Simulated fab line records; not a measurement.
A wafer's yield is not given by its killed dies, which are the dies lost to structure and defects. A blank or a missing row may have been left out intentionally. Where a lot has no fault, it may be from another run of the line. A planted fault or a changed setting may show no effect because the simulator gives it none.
Matching of chambers + flow nandHarc + 4 sister chambers for NHARC_A_STAIRCASE_DESCUM_168 on rieDiel-06
The step chemistry O2, time 3 s. 24 wafers are shown with their chamber, then 12 later ones without.

EACH WAFER AND ITS CHAMBER
| wafer  | chamber | drypumpMotorCurrentA (A) | showerheadPlenumPTorr (Torr) | oesProductAu (a.u.) |
|--------|---------|--------------------------|------------------------------|---------------------|
| L075.1 | 1       | 6.0                      | 1.94                         | 1.015               |
| L075.2 | 3       | 6.0                      | 1.79                         | 1.011               |
| L075.6 | 1       | 6.0                      | 1.93                         | 1.004               |
| L075.3 | 0       | 5.1                      | 1.85                         | 1.000               |
| L075.4 | 2       | 5.5                      | 1.77                         | 1.008               |
| L075.5 | 2       | 5.5                      | 1.77                         | 1.010               |
| L079.1 | 1       | 6.0                      | 1.93                         | 1.006               |
| L079.3 | 0       | 5.1                      | 1.85                         | 1.010               |
| L079.5 | 2       | 5.4                      | 2.08                         | 1.013               |
| L082.1 | 1       | 6.0                      | 1.93                         | 0.997               |
| L082.2 | 0       | 5.1                      | 1.85                         | 1.005               |
| L082.4 | 3       | 6.0                      | 1.78                         | 0.983               |
| L084.3 | 2       | 5.5                      | 2.07                         | 1.006               |
| L084.4 | 3       | 6.0                      | 1.78                         | 0.981               |
| L084.5 | 3       | 6.0                      | 1.78                         | 0.984               |
| L086.1 | 1       | 6.0                      | 1.93                         | 1.011               |
| L086.3 | 3       | 6.0                      | 1.78                         | 1.002               |
| L086.5 | 2       | 5.5                      | 2.07                         | 1.006               |
| L087.2 | 0       | 5.1                      | 1.84                         | 1.000               |
| L087.3 | 2       | 5.4                      | 2.07                         | 0.988               |
| L087.5 | 2       | 5.4                      | 2.07                         | 1.002               |
| L091.1 | 0       | 5.1                      | 1.84                         | 0.999               |
| L091.2 | 2       | 5.5                      | 2.07                         | 0.998               |
| L091.6 | 2       | 5.5                      | 2.07                         | 1.001               |

SIGNATURES (averages over the wafers above)
| reading               | chamber 0 | chamber 1 | chamber 2 | chamber 3 | scatter within a chamber |
|-----------------------|-----------|-----------|-----------|-----------|--------------------------|
| drypumpMotorCurrentA  | 5.100     | 6.000     | 5.467     | 6.000     | 0.0316                   |
| showerheadPlenumPTorr | 1.8460    | 1.9320    | 2.0044    | 1.7820    | 0.0842                   |
| oesProductAu          | 1.00280   | 1.00660   | 1.00356   | 0.99220   | 0.00851                  |
Rule: a wafer lies at a distance from a chamber equal to the root of the sum of squares, over the readings, of (its reading less the chamber's mean, divided by the reading's scatter). If the next closest chamber is less than 2 further off than the closest, the wafer can't be placed; otherwise it belongs to the closest. How the scatter is found: for the shown wafers, subtract from each reading the mean of its chamber, square and add these, divide the total by (wafers less chambers), then take the root.

WAFERS WITHOUT THEIR CHAMBER
| wafer  | drypumpMotorCurrentA (A) | showerheadPlenumPTorr (Torr) | oesProductAu (a.u.) |
|--------|--------------------------|------------------------------|---------------------|
| L094.2 | 5.5                      | 2.07                         | 0.998               |
| L094.4 | 6.0                      | 1.92                         | 1.014               |
| L094.6 | 6.0                      | 1.77                         | 0.993               |
| L096.1 | 6.0                      | 1.92                         | 1.011               |
| L096.2 | 5.5                      | 2.06                         | 0.992               |
| L096.6 | 6.0                      | 1.77                         | 0.995               |
| L096.3 | 6.0                      | 1.77                         | 0.998               |
| L096.4 | 5.1                      | 1.84                         | 0.987               |
| L096.5 | 5.5                      | 2.06                         | 1.005               |
| L095.1 | 5.1                      | 1.84                         | 0.979               |
| L095.4 | 5.1                      | 1.84                         | 0.988               |
| L095.6 | 6.0                      | 1.92                         | 1.023               |

EACH ONE'S CHAMBER
| wafer  | from the rows above     | in truth |
|--------|-------------------------|----------|
| L094.2 | 2                       | 2        |
| L094.4 | 1                       | 1        |
| L094.6 | 3                       | 3        |
| L096.1 | 1                       | 1        |
| L096.2 | 2                       | 2        |
| L096.6 | 3                       | 3        |
| L096.3 | can't be placed: 3 or 1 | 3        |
| L096.4 | 0                       | 0        |
| L096.5 | 2                       | 2        |
| L095.1 | 0                       | 0        |
| L095.4 | 0                       | 0        |
| L095.6 | 1                       | 1        |
Correct placement for 11 of the 12. Can't be placed from these rows: 1 (the true chamber is among the candidates in 1). Placed wrongly: 0.
